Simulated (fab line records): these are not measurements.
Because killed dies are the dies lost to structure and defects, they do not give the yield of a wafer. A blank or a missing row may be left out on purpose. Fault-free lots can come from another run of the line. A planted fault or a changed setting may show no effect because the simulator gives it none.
The tool behind it: which one? -- flow n5-finfet -- 33 wafers from 11 lots sampled at 3 of the route's 1938 steps

WHAT EACH GAUGE READ, for each wafer
N5_BEOL_M10_CD_MEAS_28 targets a cd of 70 nm. Usual: 70.0 nm for cd-nm, sd 1.1.
lot,measured,on,cd-nm (nm),flag
L685,day 10 12:36,cd-sem-03,70.6 70.2 69.2,
L686,day 10 21:46,cd-sem-03,70.7 70.2 69.4,
L687,day 11 05:34,cd-sem-03,70.3 71.2 70.4,
L689,day 11 09:05,cd-sem-01,71.2 70.3 70.4,
L690,day 12 01:19,cd-sem-03,71.2 69.7 71.3,
L692,day 12 10:55,cd-sem-02,69.5 71.6 71.1,
L693,day 13 04:45,cd-sem-02,71.2 71.5 71.7,
L701,day 14 19:48,cd-sem-03,71.2 69.1 70.8,
L698,day 14 20:46,cd-sem-02,67.8 69.7 70.0,
L703,day 15 20:46,cd-sem-01,68.1 68.4 69.7,
L705,day 16 05:16,cd-sem-03,69.0 69.3 68.4,

N5_BEOL_M10_OCD_MEAS_38. Usual: 146 nm for trench-depth-nm, sd 3.2.
lot,measured,on,trench-depth-nm (nm),flag
L685,day 10 13:11,ocd-02,147 141 146,
L686,day 10 22:59,ocd-02,147 141 142,
L687,day 11 06:08,ocd-02,144 146 141,
L689,day 11 09:43,ocd-01,148 145 144,
L690,day 12 01:54,ocd-01,153 146 146,
L692,day 12 11:30,ocd-01,143 143 145,
L693,day 13 07:23,ocd-01,146 149 145,
L701,day 14 20:23,ocd-02,142 144 142,
L698,day 14 21:22,ocd-02,143 149 149,
L703,day 15 21:20,ocd-02,154 153 143,
L705,day 16 05:50,ocd-02,148 147 150,

TOOL THAT RAN EACH LOT (tool first, then ch and the chambers of the sampled wafers, then the start)
lot,N5_BEOL_M10_STRIP_36
L685,"rie-diel-02 ch 0,2,3, day 10 12:58"
L686,"rie-diel-02 ch 1,3, day 10 22:46"
L687,"rie-diel-02 ch 0,1,3, day 11 05:55"
L689,"rie-diel-02 ch 0,2, day 11 09:29"
L690,"rie-diel-05 ch 0,1,2, day 12 01:41"
L692,"rie-diel-02 ch 0,1,2, day 12 11:17"
L693,"rie-diel-04 ch 1,2, day 13 07:10"
L701,"rie-diel-02 ch 1,3, day 14 20:10"
L698,"rie-diel-04 ch 1,2, day 14 21:08"
L703,"rie-diel-05 ch 0,1, day 15 21:07"
L705,"rie-diel-04 ch 0,1,3, day 16 05:37"
- N5_BEOL_M10_STRIP_36: strips in N2/H2.

WHAT THE TOOLS THEMSELVES READ (means of the sampled wafers that have a number; where no wafer has one, the mark that the record gives instead)
N5_BEOL_M10_STRIP_36. Usual: value, then standard deviation, for each; bias-power-w 6.998 W / 0.023; drypump-motor-current-A 5.8 A / 0.39; oes-product-au 0.82 a.u. / 0.1; power-w 450.0 W / 1.3; rf-vpp-V 59.3 V / 1.9; showerhead-plenum-p-Torr 2.55 Torr / 0.095; throttle-valve-pct 23.65 % / 0.28.
lot,tool,bias-power-w (W),drypump-motor-current-A (A),oes-product-au (a.u.),power-w (W),rf-vpp-V (V),showerhead-plenum-p-Torr (Torr),throttle-valve-pct (%),flag
L685,rie-diel-02,6.973,6.1,0.77,449.2,59.7,2.48,23.63,
L686,rie-diel-02,6.977,6.3,0.76,450.3,61.3,2.54,23.80,
L687,rie-diel-02,7.015,6.2,0.74,450.2,59.2,2.51,23.69,
L689,rie-diel-02,7.019,6.0,0.75,449.4,59.2,2.44,23.56,
L690,rie-diel-05,7.012,5.6,0.79,449.8,58.7,2.51,23.41,
L692,rie-diel-02,6.988,5.9,0.79,450.7,57.5,2.50,23.63,
L693,rie-diel-04,6.987,5.4,0.84,450.1,58.8,2.54,23.81,
L701,rie-diel-02,7.018,6.1,0.87,449.9,57.0,2.56,23.69,
L698,rie-diel-04,7.006,5.4,0.91,450.6,58.8,2.57,23.55,
L703,rie-diel-05,6.991,5.5,0.81,449.6,59.3,2.60,23.33,
L705,rie-diel-04,7.003,5.7,0.84,451.5,58.9,2.57,23.47,

THE ANSWER, worked out from the rows above alone
Rule: a lot counts as off when the mean over its wafers that have a number is more than 3 standard deviations away from the usual mean. Also off: a lot with no number at a reading for which 4 or more lots have one. Where the step has rows for the other lots, those lots are counted as sound. First the gauges in route order, then the tools' own readings, where a lot's mean is used as printed above. At the first step where some lot is off, the reading lying furthest off is the one used; lots without a number count as furthest.
None of the lots is off at any reading shown; this tells nothing.

WHAT HAD BEEN PUT IN BY THE SIMULATOR
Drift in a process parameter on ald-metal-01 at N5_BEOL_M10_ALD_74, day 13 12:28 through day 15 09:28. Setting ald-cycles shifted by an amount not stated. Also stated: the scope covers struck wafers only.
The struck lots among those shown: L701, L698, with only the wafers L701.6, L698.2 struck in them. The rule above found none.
